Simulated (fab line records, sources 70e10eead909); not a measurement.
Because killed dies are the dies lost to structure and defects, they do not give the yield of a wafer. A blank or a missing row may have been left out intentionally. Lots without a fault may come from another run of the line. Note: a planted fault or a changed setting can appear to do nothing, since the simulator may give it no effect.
Chamber matching | flow nandHarc | 3 sister chambers for NHARC_A_CONTACT_DEP_58 on pecvd-03
The step deposits SiON, target thk 60 nm. 14 wafers are shown with their chamber, then 7 later ones without.

## WAFERS PAIRED WITH THEIR CHAMBERS
wafer  | chamber | heaterPowerW (W) | rfFwdPowerW (W)
L078.1 | 1       | 743              | 348.8
L078.5 | 0       | 996              | 349.6
L078.6 | 1       | 745              | 348.1
L082.1 | 2       | 841              | 348.8
L082.4 | 1       | 771              | 350.3
L082.6 | 0       | 908              | 349.3
L084.2 | 2       | 761              | 347.9
L084.3 | 0       | 978              | 347.1
L084.4 | 0       | 990              | 348.2
L087.2 | 1       | 806              | 347.2
L087.4 | 2       | 876              | 348.5
L087.5 | 1       | 808              | 348.3
L094.1 | 1       | 690              | 347.6
L094.4 | 1       | 695              | 347.9

SIGNATURES, as means of the wafers listed above
reading      | chamber 0 | chamber 1 | chamber 2 | scatter within a chamber
heaterPowerW | 968.00    | 751.14    | 826.00    | 48.2
rfFwdPowerW  | 348.550   | 348.314   | 348.400   | 0.975
Rule: distance of a wafer from a chamber = root of the sum over the readings of ((wafer's reading minus chamber's mean) / reading's scatter) squared. If the next closest chamber is less than 2 further off than the closest, the wafer can't be placed; otherwise it belongs to the closest. The scatter: the root of (the sum of the squares of (reading less its chamber's mean) over the shown wafers, divided by (wafers less chambers)).

## WAFERS WITH NO CHAMBER GIVEN
wafer  | heaterPowerW (W) | rfFwdPowerW (W)
L094.6 | 738              | 347.5
L096.1 | 748              | 347.8
L096.2 | 963              | 348.4
L096.4 | 953              | 348.3
L097.2 | 710              | 348.1
L097.3 | 877              | 347.9
L097.4 | 727              | 347.2

## WHICH CHAMBER EACH WENT THROUGH
wafer  | from the rows above          | in truth
L094.6 | can't be placed: 1 or 2      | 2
L096.1 | can't be placed: 1 or 2      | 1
L096.2 | 0                            | 0
L096.4 | 0                            | 0
L097.2 | can't be placed: 1 or 2      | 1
L097.3 | can't be placed: 2 or 0 or 1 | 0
L097.4 | can't be placed: 1 or 2      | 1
Placed correctly: 2 of 7. Cannot be placed on the basis of these rows: 5; the candidates contain the true chamber in 5. Number placed wrongly: 0.
